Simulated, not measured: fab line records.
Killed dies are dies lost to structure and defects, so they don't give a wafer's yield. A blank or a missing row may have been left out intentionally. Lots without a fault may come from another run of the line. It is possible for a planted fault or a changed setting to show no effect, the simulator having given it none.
fab line records	flow n5-finfet
record lots=7	wafers=21
route steps=1938 shown ZERO_LAYER@9 WELL_APT@21 PMOS_HMC_CHANNEL_EPI@63 FIN_SAQP@109 SPACER0@259 SD_EPI_N@263 SD_EPI_P@321 SD_ACTIVATION@330
start-h: start of the lot's first displayed wafer, in hours after the record's first day	wait-h: how many hours have passed since the lot's step before this one	" identical to the entry in the row above	L1.1+2: a row that stands for several wafers	- no value, or no start given	* or withheld: withheld	< > ~ a bound
route shown NAME@n: NAME is a module with steps in the file, n the number in the route of the first one	usual: the fault-free wafers' mean and standard deviation	same: alike in all rows	chamber/n: place in a boat	sites: per-site readings	_std_site: how widely they spread, as a standard deviation	_edge_site: outer sites' mean less inner sites'	radius-mm: for every site, how far away it sits from the centre of the wafer	mask NAME#n: copy n	behind: tool/chamber where the wafer was last shaped	hold: cause of the lot's hold/its duration in hours/its outcome	device: whichever transistor did not switch (one of n, p or np)	end of line: the same wafers' tests at the end of the route	a step given without rows: its recipe and nothing more	killed: dies lost to structure and defects at the first sort, not the wafer's yield	map: per-die view of a wafer (x killed, . not killed, _ where there is no die)
set.NAME: the run value of the setting; set.NAME@STEP: its run value at that earlier step	model.NAME: the simulator's own value behind a step, which no gauge read
lots run with intentionally changed settings; tables by step, rows by wafer
## steps
# step N5_ZERO_LAYER_EXPOSE_08
# recipe mask-id=ZERO	na=0.55	source-shape=conventional	sigma-outer=0.8	polarization=unpolarized	defocus-nm=0	target-cd-nm=2000	dose-mj=16.2
lot.wafer	tool	chamber	start-h	wait-h	mask	set.dose-mj
L074.1+3+4	krf-scanner-02	0	12.47	-	ZERO#0	16.2
L081.4	krf-scanner-02	0	54.61	-	ZERO#0	16.2
L081.5+6	"	0	"	"	ZERO#0	17.3
L084.1	krf-scanner-02	0	72.61	-	ZERO#0	16.2
L084.2+6	"	0	"	"	ZERO#0	16.89
L086.3+5	krf-scanner-01	0	84.60	-	ZERO#0	16.2
L086.4	"	0	"	"	ZERO#0	16.62
L089.2	krf-scanner-02	0	102.60	-	ZERO#0	16.2
L089.3+6	"	0	"	"	ZERO#0	17.03
L090.2+3+5	krf-scanner-01	0	108.60	-	ZERO#0	16.2
L091.3+4	krf-scanner-01	0	114.49	-	ZERO#0	17.33
L091.6	"	0	"	"	ZERO#0	16.2
# step N5_ZERO_LAYER_PEB_09
# recipe peb-temp-c=withheld	peb-time-s=*
# step N5_ZERO_LAYER_DEVELOP_10
# recipe develop-time-s=60	rinse-liquid=diw	dry=air-spin	dev-temp-c=21
# step N5_ZERO_LAYER_HARDBAKE_23
# recipe temp-c=130	time-s=120
# step N5_ZERO_LAYER_CD_MEAS_11
# recipe target-cd-nm=2000	landing-energy-ev=500	detector=se-inlens
# usual cd-nm=1999.9/1.7
lot.wafer	tool	chamber	start-h	wait-h	set.dose-mj@ZERO_LAYER_EXPOSE_08	cd-nm
L074.1	cd-sem-03	0	12.64	-	16.2	2000.2
L074.3	"	0	"	"	16.2	1998.5
L074.4	"	0	"	"	16.2	1997.7
L081.4	cd-sem-03	0	54.77	-	16.2	1999.8
L081.5	"	0	"	"	17.3	2012.1
L081.6	"	0	"	"	17.3	2012.3
L084.1	cd-sem-01	0	72.79	-	16.2	1999.9
L084.2	"	0	"	"	16.89	2008.5
L084.6	"	0	"	"	16.89	2006.9
L086.3	cd-sem-01	0	84.77	-	16.2	2000.3
L086.4	"	0	"	"	16.62	2004.6
L086.5	"	0	"	"	16.2	1999.2
L089.2	cd-sem-01	0	102.77	-	16.2	2000.1
L089.3	"	0	"	"	17.03	2010.9
L089.6	"	0	"	"	17.03	2011.2
L090.2	cd-sem-01	0	108.77	-	16.2	1999.6
L090.3	"	0	"	"	16.2	2001.1
L090.5	"	0	"	"	16.2	2001.4
L091.3	cd-sem-01	0	114.66	-	17.33	2013.4
L091.4	"	0	"	"	17.33	2014.0
L091.6	"	0	"	"	16.2	1999.7
# step N5_ZERO_LAYER_DESCUM_16
# recipe chemistry=O2	time-s=7.9	source-power-w=50	bias-power-w=20	pressure-mtorr=20	rf-frequency-hz=2.712e+07	temp-c=40	o2-flow-sccm=225
lot.wafer	tool	chamber	start-h	wait-h	set.dose-mj@ZERO_LAYER_EXPOSE_08	model.ZERO_LAYER.cd-nm
L074.1	rie-diel-03	2	12.68	0.0	16.2	2000
L074.3	"	0	"	"	16.2	1999
L074.4	"	1	"	"	16.2	1998
L081.4	rie-diel-06	0	54.89	0.1	16.2	2000
L081.5+6	"	2,1	"	"	17.3	2012
L084.1	rie-diel-06	3	72.83	0.0	16.2	2000
L084.2	"	2	"	"	16.89	2008
L084.6	"	0	"	"	16.89	2007
L086.3	rie-diel-05	2	84.81	0.0	16.2	2000
L086.4	"	2	"	"	16.62	2004
L086.5	"	0	"	"	16.2	1999
L089.2	rie-diel-05	1	103.15	0.4	16.2	2000
L089.3+6	"	2,0	"	"	17.03	2011
L090.2	rie-diel-03	1	108.80	0.0	16.2	2000
L090.3+5	"	2,3	"	"	16.2	2001
L091.3	rie-diel-03	0	114.69	0.0	17.33	2013
L091.4	"	1	"	"	17.33	2014
L091.6	"	1	"	"	16.2	2000
# step N5_WELL_APT_COAT_02
# recipe spin-rpm=1357	resist-thk-nm=950
lot.wafer	tool	chamber	start-h	wait-h	set.spin-rpm	model.coat_of_WELL_APT_COAT_02.thk-nm
L074.1	litho-track-05	0	-	-	1236	992
L074.3	"	0	"	"	1236	992.6
L074.4	"	0	"	"	1236	988.2
L081.4	litho-track-01	0	-	-	1357	948.3
L081.5	"	0	"	"	1357	948.6
L081.6	"	0	"	"	1357	951.3
L084.1	litho-track-05	0	-	-	1357	943.6
L084.2	"	0	"	"	1357	944
L084.6	"	0	"	"	1357	948.3
L086.3	litho-track-01	0	-	-	1408	932.7
L086.4	"	0	"	"	1357	948.9
L086.5	"	0	"	"	1357	950
L089.2	litho-track-01	0	-	-	1357	952.7
L089.3	"	0	"	"	1507	904
L089.6	"	0	"	"	1507	904.4
L090.2	litho-track-05	0	-	-	1357	950.7
L090.3+5	"	0	"	"	1357	947.6
L091.3	litho-track-01	0	-	-	1357	954.3
L091.4	"	0	"	"	1357	954.1
L091.6	"	0	"	"	1357	953.1
# step N5_PMOS_HMC_CHANNEL_EPI_PEB_07
# recipe peb-temp-c=110	peb-time-s=60	resist=CAR-ArF-block
lot.wafer	tool	chamber	start-h	wait-h	set.peb-temp-c
L074.1+4	litho-track-02	0	17.32	0.1	111.7
L074.3	"	0	"	"	110
L081.4	litho-track-03	0	59.70	0.0	110
L081.5+6	"	0	"	"	112.7
L084.1	litho-track-02	0	77.27	0.1	110
L084.2+6	"	0	"	"	112.1
L086.3+5	litho-track-02	0	89.30	0.0	110
L086.4	"	0	"	"	113.2
L089.2+3+6	litho-track-04	0	107.71	0.0	110
L090.2+3+5	litho-track-03	0	113.34	0.0	110
L091.3+6	litho-track-02	0	119.10	0.0	108
L091.4	"	0	"	"	110
# step N5_PMOS_HMC_CHANNEL_EPI_DEVELOP_08
# recipe develop-time-s=30	developer=TMAH	resist=CAR-ArF-block	dev-temp-c=23	rinse-liquid=diw	dry=air-spin
# step N5_PMOS_HMC_CHANNEL_EPI_CD_MEAS_09
# recipe target-cd-nm=237.4	landing-energy-ev=500	detector=se-inlens
# usual cd-nm=236.9/0.96
lot.wafer	tool	chamber	start-h	wait-h	set.peb-temp-c@PMOS_HMC_CHANNEL_EPI_PEB_07	cd-nm
L074.1	cd-sem-01	0	17.38	-	111.7	240.7
L074.3	"	0	"	"	110	237.8
L074.4	"	0	"	"	111.7	241.0
L081.4	cd-sem-03	0	59.77	-	110	236.2
L081.5	"	0	"	"	112.7	243.4
L081.6	"	0	"	"	112.7	244.0
L084.1	cd-sem-01	0	77.33	-	110	236.6
L084.2	"	0	"	"	112.1	242.6
L084.6	"	0	"	"	112.1	243.4
L086.3	cd-sem-02	0	89.37	-	110	237.7
L086.4	"	0	"	"	113.2	246.3
L086.5	"	0	"	"	110	237.5
L089.2	cd-sem-01	0	107.78	-	110	237.6
L089.3	"	0	"	"	110	235.3
L089.6	"	0	"	"	110	235.7
L090.2	cd-sem-03	0	113.41	-	110	238.4
L090.3	"	0	"	"	110	238.2
L090.5	"	0	"	"	110	237.6
L091.3	cd-sem-02	0	119.16	-	108	229.7
L091.4	"	0	"	"	110	236.9
L091.6	"	0	"	"	108	230.7
# step N5_PMOS_HMC_CHANNEL_EPI_DESCUM_14
# recipe chemistry=O2	time-s=7.9	source-power-w=50	bias-power-w=20	pressure-mtorr=20	rf-frequency-hz=2.712e+07	temp-c=40	resist=CAR-ArF-block	o2-flow-sccm=225
lot.wafer	tool	chamber	start-h	wait-h	set.peb-temp-c@PMOS_HMC_CHANNEL_EPI_PEB_07	model.PMOS_HMC_CHANNEL_EPI.cd-nm
L074.1	rie-diel-05	2	17.47	0.0	111.7	240.9
L074.3	"	0	"	"	110	237.8
L074.4	"	3	"	"	111.7	240.8
L081.4	rie-diel-03	0	59.95	0.1	110	236.1
L081.5	"	1	"	"	112.7	243.4
L081.6	"	0	"	"	112.7	243.7
L084.1	rie-diel-06	1	77.42	0.0	110	236.2
L084.2	"	0	"	"	112.1	242.6
L084.6	"	0	"	"	112.1	243.7
L086.3	rie-diel-06	0	89.73	0.3	110	238.1
L086.4	"	2	"	"	113.2	246.3
L086.5	"	1	"	"	110	237
L089.2	rie-diel-03	0	107.87	0.0	110	237.3
L089.3	"	3	"	"	110	235.2
L089.6	"	2	"	"	110	235.8
L090.2	rie-diel-05	3	113.49	0.0	110	238.6
L090.3	"	1	"	"	110	238.4
L090.5	"	1	"	"	110	237.3
L091.3	rie-diel-03	3	119.25	0.0	108	229.8
L091.4	"	2	"	"	110	237
L091.6	"	3	"	"	108	230.6
# step N5_PMOS_HMC_CHANNEL_EPI_ETCH_32
# recipe chemistry=N2/H2	target=BARC	stop-on=SiO2	target-depth-a=858	over-etch-frac=0.3	time-s=50.3	ion-energy-ev=200	mask-material=CAR-ArF-block	pressure-mtorr=30	source-w=840	bias-w=150	n2-flow-sccm=200	h2-flow-sccm=200
lot.wafer	tool	chamber	start-h	wait-h	set.peb-temp-c@PMOS_HMC_CHANNEL_EPI_PEB_07	model.PMOS_HMC_CHANNEL_EPI.cd-nm
L074.1	rie-diel-05	2	17.51	0.0	111.7	244.1
L074.3	"	0	"	"	110	240.4
L074.4	"	3	"	"	111.7	243.1
L081.4	rie-diel-03	0	59.98	0.0	110	239.2
L081.5	"	1	"	"	112.7	246
L081.6	"	0	"	"	112.7	247.2
L084.1	rie-diel-06	1	77.46	0.0	110	237.4
L084.2	"	0	"	"	112.1	245.2
L084.6	"	0	"	"	112.1	246.7
L086.3	rie-diel-06	0	89.77	0.0	110	240.5
L086.4	"	2	"	"	113.2	248.8
L086.5	"	1	"	"	110	238.8
L089.2	rie-diel-03	0	107.90	0.0	110	240.2
L089.3	"	3	"	"	110	237.6
L089.6	"	2	"	"	110	238.2
L090.2	rie-diel-05	3	113.53	0.0	110	240.7
L090.3	"	1	"	"	110	241.3
L090.5	"	1	"	"	110	240.1
L091.3	rie-diel-03	3	119.28	0.0	108	232.2
L091.4	"	2	"	"	110	239.7
L091.6	"	3	"	"	108	232.9
# step N5_PMOS_HMC_CHANNEL_EPI_HM_OPEN_15
# recipe chemistry=CHF3/O2	target=SiO2	mask-material=CAR-ArF-block	target-depth-a=406	CHF3_flow_sccm=50	O2_flow_sccm=5	Ar_flow_sccm=200	time-s=20.3	pressure-mtorr=30	source-w=650	bias-w=170	ion-energy-ev=200
lot.wafer	tool	chamber	start-h	wait-h	set.peb-temp-c@PMOS_HMC_CHANNEL_EPI_PEB_07	model.PMOS_HMC_CHANNEL_EPI.cd-nm
L074.1	rie-diel-05	2	17.55	0.0	111.7	244.1
L074.3	"	0	"	"	110	240.4
L074.4	"	3	"	"	111.7	243.2
L081.4	rie-diel-03	0	60.03	0.0	110	239.2
L081.5	"	1	"	"	112.7	246
L081.6	"	0	"	"	112.7	247.3
L084.1	rie-diel-06	1	77.50	0.0	110	237.5
L084.2	"	0	"	"	112.1	245.3
L084.6	"	0	"	"	112.1	246.8
L086.3	rie-diel-06	0	89.81	0.0	110	240.6
L086.4	"	2	"	"	113.2	249
L086.5	"	1	"	"	110	238.7
L089.2	rie-diel-03	0	107.95	0.0	110	240.2
L089.3	"	3	"	"	110	237.6
L089.6	"	2	"	"	110	238.2
L090.2	rie-diel-05	3	113.57	0.0	110	240.7
L090.3	"	1	"	"	110	241.3
L090.5	"	1	"	"	110	240
L091.3	rie-diel-03	3	119.33	0.0	108	232.1
L091.4	"	2	"	"	110	239.8
L091.6	"	3	"	"	108	232.9
# step N5_FIN_SAQP_PEB_14
# recipe peb-temp-c=withheld	peb-time-s=60	resist=CAR-ArF
lot.wafer	tool	chamber	start-h	wait-h	set.peb-time-s
L074.1+3	litho-track-01	0	21.58	0.1	60
L074.4	"	0	"	"	65.53
L081.4+6	litho-track-02	0	64.09	0.0	60
L081.5	"	0	"	"	64.72
L084.1+6	litho-track-05	0	81.65	0.1	60
L084.2	"	0	"	"	54.91
L086.3	litho-track-02	0	93.81	0.0	60
L086.4+5	"	0	"	"	69.47
L089.2	litho-track-05	0	112.02	0.0	51.74
L089.3+6	"	0	"	"	60
L090.2+3+5	litho-track-01	0	118.97	0.0	60
L091.3	litho-track-05	0	123.63	0.0	69.9
L091.4+6	"	0	"	"	60
# step N5_FIN_SAQP_DEVELOP_15
# recipe develop-time-s=30	developer=TMAH	resist=CAR-ArF	dev-temp-c=23	rinse-liquid=diw	dry=air-spin
# step N5_FIN_SAQP_CD_MEAS_16
# recipe target-cd-nm=35.6	landing-energy-ev=500	detector=se-inlens
# usual cd-nm=35.45/0.3
lot.wafer	tool	chamber	start-h	wait-h	set.peb-time-s@FIN_SAQP_PEB_14	cd-nm
L074.1	cd-sem-02	0	21.65	-	60	35.72
L074.3	"	0	"	"	60	35.01
L074.4	"	0	"	"	65.53	33.89
L081.4	cd-sem-03	0	64.16	-	60	36.81
L081.5	"	0	"	"	64.72	34.98
L081.6	"	0	"	"	60	35.53
L084.1	cd-sem-02	0	81.72	-	60	35.37
L084.2	"	0	"	"	54.91	36.96
L084.6	"	0	"	"	60	35.57
L086.3	cd-sem-01	0	93.88	-	60	35.46
L086.4	"	0	"	"	69.47	34.23
L086.5	"	0	"	"	69.47	32.50
L089.2	cd-sem-03	0	112.08	-	51.74	37.68
L089.3	"	0	"	"	60	35.62
L089.6	"	0	"	"	60	34.37
L090.2	cd-sem-01	0	119.04	-	60	35.43
L090.3	"	0	"	"	60	35.26
L090.5	"	0	"	"	60	34.89
L091.3	cd-sem-01	0	123.70	-	69.9	32.68
L091.4	"	0	"	"	60	34.81
L091.6	"	0	"	"	60	34.72
# step N5_SPACER0_ALD_00
# recipe material=SiOCN	target-thk-a=35	temp-c=400	ald-precursor-family=alkyl-aminosilane	ald-co-reactant=O2/N2-plasma	pulse-time-s=3	purge-time-s=2	co-reactant-purge-time-s=2	ald-cycles=58	pressure-torr=2
lot.wafer	tool	chamber	start-h	wait-h	set.ald-cycles	model.SiOCN_of_SPACER0_ALD_00.thk-nm
L074.1	ald-sin-02	0	46.62	0.1	58	3.4
L074.3+4	"	1	"	"	50	3
L081.4+5+6	ald-sin-03	0,2,3	89.88	0.1	58	3.6
L084.1+2	ald-sin-01	2,1	109.35	0.1	58	3.6
L084.6	"	2	"	"	64	3.8
L086.3+5	ald-sin-03	2,3	122.12	0.1	64	3.8
L086.4	"	3	"	"	58	3.6
L089.2	ald-sin-03	3	138.85	0.1	54	3.2
L089.3+6	"	1	"	"	58	3.4
L090.2+3+5	ald-sin-03	0,1,1	144.30	0.1	58	3.4
L091.3	ald-sin-01	1	149.69	0.1	67	4
L091.4	"	0	"	"	58	3.4
L091.6	"	1	"	"	58	3.6
# step N5_SD_EPI_N_COAT_33
# recipe resist=SiARC	temp-c=220	time-s=60	spin-rpm=1500	resist-thk-nm=35
lot.wafer	tool	chamber	start-h	wait-h	set.spin-rpm	model.SiARC_of_SD_EPI_N_COAT_33.thk-nm
L074.1+3+4	litho-track-04	0	-	-	1500	35
L081.4	litho-track-01	0	-	-	1546	34.8
L081.5	"	0	"	"	1546	34.6
L081.6	"	0	"	"	1500	35.2
L084.1+6	litho-track-04	0	-	-	1610	33.8
L084.2	"	0	"	"	1500	35.2
L086.3+4+5	litho-track-05	0	-	-	1500	35
L089.2	litho-track-01	0	-	-	1332	37.4
L089.3	"	0	"	"	1500	35
L089.6	"	0	"	"	1332	37.2
L090.2+3+5	litho-track-01	0	-	-	1500	35
L091.3	litho-track-05	0	-	-	1500	35.2
L091.4+6	"	0	"	"	1544	34.6
# step N5_SD_EPI_N_COAT_03
# recipe resist=CAR-ArF-block	spin-rpm=1500	resist-thk-nm=150
# step N5_SD_EPI_N_EBR_05
# recipe solvent=PGMEA	ebr-width-mm=1.5
# step N5_SD_EPI_N_DESCUM_14
# recipe chemistry=O2	time-s=7.9	source-power-w=50	bias-power-w=20	pressure-mtorr=20	rf-frequency-hz=2.712e+07	temp-c=40	resist=CAR-ArF-block	o2-flow-sccm=225
# step N5_SD_EPI_N_ETCH_34
# recipe chemistry=CF4	target=SiARC	target-depth-a=455	mask-material=CAR-ArF-block	time-s=75.8	ion-energy-ev=80	pressure-mtorr=40	source-w=545	bias-w=36	Ar_flow_sccm=100	cf4-flow-sccm=100	ends=cleared
lot.wafer	tool	chamber	start-h	wait-h	set.spin-rpm@SD_EPI_N_COAT_33	model.CAR-ArF-block_of_SD_EPI_N_COAT_03.thk-nm	model.etch.depth-nm
L074.1	rie-diel-02	2	47.67	0.0	1500	111.8	35.06
L074.3	"	1	"	"	1500	111.6	35.07
L074.4	"	3	"	"	1500	112	34.97
L081.4	rie-diel-02	0	90.82	0.0	1546	111.8	34.76
L081.5	"	2	"	"	1546	111.2	34.63
L081.6	"	1	"	"	1500	110.8	35.17
L084.1	rie-diel-04	2	110.29	0.0	1610	112.4	33.77
L084.2	"	1	"	"	1500	111.4	35.1
L084.6	"	0	"	"	1610	112.2	33.76
L086.3	rie-diel-04	1	122.93	0.0	1500	110.6	34.94
L086.4	"	3	"	"	1500	111	34.98
L086.5	"	3	"	"	1500	110.6	34.92
L089.2	rie-diel-01	0	139.79	0.0	1332	108.2	37.35
L089.3	"	3	"	"	1500	110.8	35.05
L089.6	"	1	"	"	1332	108.6	37.17
L090.2	rie-diel-02	2	145.24	0.0	1500	110.8	35.06
L090.3	"	3	"	"	1500	111.2	35.07
L090.5	"	0	"	"	1500	111.2	35.08
L091.3	rie-diel-04	1	150.96	0.0	1500	110.8	35.22
L091.4	"	1	"	"	1544	111.2	34.56
L091.6	"	2	"	"	1544	110.8	34.65
# step N5_SD_EPI_P_EPI_21
# recipe material=SiGe:B	dopant=B	temp-c=550	pressure-torr=20	ambient=H2	time-s=355
lot.wafer	tool	chamber	start-h	wait-h	set.temp-c	model.SiGe-B_of_SD_EPI_P_EPI_21.thk-nm
L074.1	epi-rpcvd-03	0	53.77	0.1	550	60.8
L074.3+4	"	0	"	"	552.3	64.4
L081.4	epi-rpcvd-01	0	98.63	1.1	550	61.2
L081.5	"	0	"	"	550	60.4
L081.6	"	0	"	"	548.3	59.2
L084.1	epi-rpcvd-01	0	116.19	0.1	550	61.4
L084.2	"	0	"	"	547.1	57.8
L084.6	"	0	117.99	1.8	547.1	58.2
L086.3	epi-rpcvd-02	0	129.39	0.8	550	60.4
L086.4	"	0	"	"	546.7	56.8
L086.5	"	0	"	"	546.7	57
L089.2	epi-rpcvd-01	0	146.03	0.5	550	60.2
L089.3	"	0	"	"	546.4	55.8
L089.6	"	0	147.47	1.8	550	60.6
L090.2	epi-rpcvd-01	0	151.50	0.5	550	62.6
L090.3+5	"	0	"	"	550	62
L091.3	epi-rpcvd-01	0	157.66	0.8	548.2	58.4
L091.4	"	0	"	"	550	61.8
L091.6	"	0	"	"	548.2	58.2
# step N5_SD_EPI_P_HM_STRIP_48
# recipe chemistry=H3PO4	temp-c=160	material=SiNx	target=SiNx	target-depth-a=30	overetch-fraction=0.3
# step N5_SD_ACTIVATION_RTA_00
# recipe temp-c=975	time-s=0	ambient=N2	idle-temp-c=600	ramp-up-c-per-s=150	ramp-down-c-per-s=60	cool-to-c=600
# step N5_SD_ACTIVATION_LSA_01
# recipe temp-c=1080	time-s=0.0008	ambient=N2
# step N5_SD_ACTIVATION_RS_MEAS_03
# recipe thk-meas-gauge=four-point-probe
# usual RS_SD_N=21.98/0.27	RS_SD_P=56.1/0.88
lot.wafer	tool	chamber	start-h	wait-h	set.temp-c@SD_EPI_P_EPI_21	RS_SD_N[ohm/sq]	RS_SD_P[ohm/sq]
L074.1	film-metro-02	-	56.62	0.2	550	21.80	56.0
L074.3	"	-	"	"	552.3	22.09	53.1
L074.4	"	-	"	"	552.3	22.00	52.9
L081.4	film-metro-01	-	100.41	0.1	550	22.03	55.7
L081.5	"	-	"	"	550	22.17	56.5
L081.6	"	-	"	"	548.3	22.20	58.2
L084.1	film-metro-02	-	119.00	0.2	550	21.90	57.0
L084.2	"	-	"	"	547.1	21.80	60.9
L084.6	"	-	"	"	547.1	21.51	60.8
L086.3	film-metro-01	-	131.53	0.2	550	21.76	57.2
L086.4	"	-	"	"	546.7	21.96	61.3
L086.5	"	-	"	"	546.7	21.94	61.5
L089.2	film-metro-01	-	148.66	0.2	550	22.26	57.3
L089.3	"	-	"	"	546.4	22.52	62.2
L089.6	"	-	"	"	550	22.35	56.5
L090.2	film-metro-01	-	153.99	0.2	550	22.01	55.6
L090.3	"	-	"	"	550	21.92	55.8
L090.5	"	-	"	"	550	21.93	56.2
L091.3	film-metro-02	-	159.98	0.2	548.2	21.88	59.4
L091.4	"	-	"	"	550	21.81	56.0
L091.6	"	-	"	"	548.2	21.82	59.6
## key
split step=N5_ZERO_LAYER_EXPOSE_08	setting=dose-mj	stated=16.2	by=wafer
response step=N5_ZERO_LAYER_CD_MEAS_11	reading=cd-nm	change=+1.94	per=1%	r=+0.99
response step=N5_ZERO_LAYER_DESCUM_16	reading=model.ZERO_LAYER.cd-nm	change=+1.95	per=1%	r=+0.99
split step=N5_WELL_APT_COAT_02	setting=spin-rpm	stated=1357	by=wafer
response step=N5_WELL_APT_COAT_02	reading=model.coat_of_WELL_APT_COAT_02.thk-nm	change=-4.39	per=1%	r=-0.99
split step=N5_PMOS_HMC_CHANNEL_EPI_PEB_07	setting=peb-temp-c	stated=110	by=wafer
response step=N5_PMOS_HMC_CHANNEL_EPI_CD_MEAS_09	reading=cd-nm	change=+3.06	per=1%	r=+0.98
response step=N5_PMOS_HMC_CHANNEL_EPI_DESCUM_14	reading=model.PMOS_HMC_CHANNEL_EPI.cd-nm	change=+3.12	per=1%	r=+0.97
response step=N5_PMOS_HMC_CHANNEL_EPI_ETCH_32	reading=model.PMOS_HMC_CHANNEL_EPI.cd-nm	change=+3.31	per=1%	r=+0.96
response step=N5_PMOS_HMC_CHANNEL_EPI_HM_OPEN_15	reading=model.PMOS_HMC_CHANNEL_EPI.cd-nm	change=+3.36	per=1%	r=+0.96
split step=N5_FIN_SAQP_PEB_14	setting=peb-time-s	stated=60	by=wafer
response step=N5_FIN_SAQP_CD_MEAS_16	reading=cd-nm	change=-0.151	per=1%	r=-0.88
split step=N5_SPACER0_ALD_00	setting=ald-cycles	stated=58	by=wafer
response step=N5_SPACER0_ALD_00	reading=model.SiOCN_of_SPACER0_ALD_00.thk-nm	change=+0.0271	per=1%	r=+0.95
split step=N5_SD_EPI_N_COAT_33	setting=spin-rpm	stated=1500	by=wafer
response step=N5_SD_EPI_N_COAT_33	reading=model.SiARC_of_SD_EPI_N_COAT_33.thk-nm	change=-0.199	per=1%	r=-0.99
response step=N5_SD_EPI_N_ETCH_34	reading=model.CAR-ArF-block_of_SD_EPI_N_COAT_03.thk-nm	change=+0.184	per=1%	r=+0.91
response step=N5_SD_EPI_N_ETCH_34	reading=model.etch.depth-nm	change=-0.192	per=1%	r=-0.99
split step=N5_SD_EPI_P_EPI_21	setting=temp-c	stated=550	by=wafer
response step=N5_SD_EPI_P_EPI_21	reading=model.SiGe-B_of_SD_EPI_P_EPI_21.thk-nm	change=+6.96	per=1%	r=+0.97
response step=N5_SD_ACTIVATION_RS_MEAS_03	reading=RS_SD_P	change=-7.69	per=1%	r=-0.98
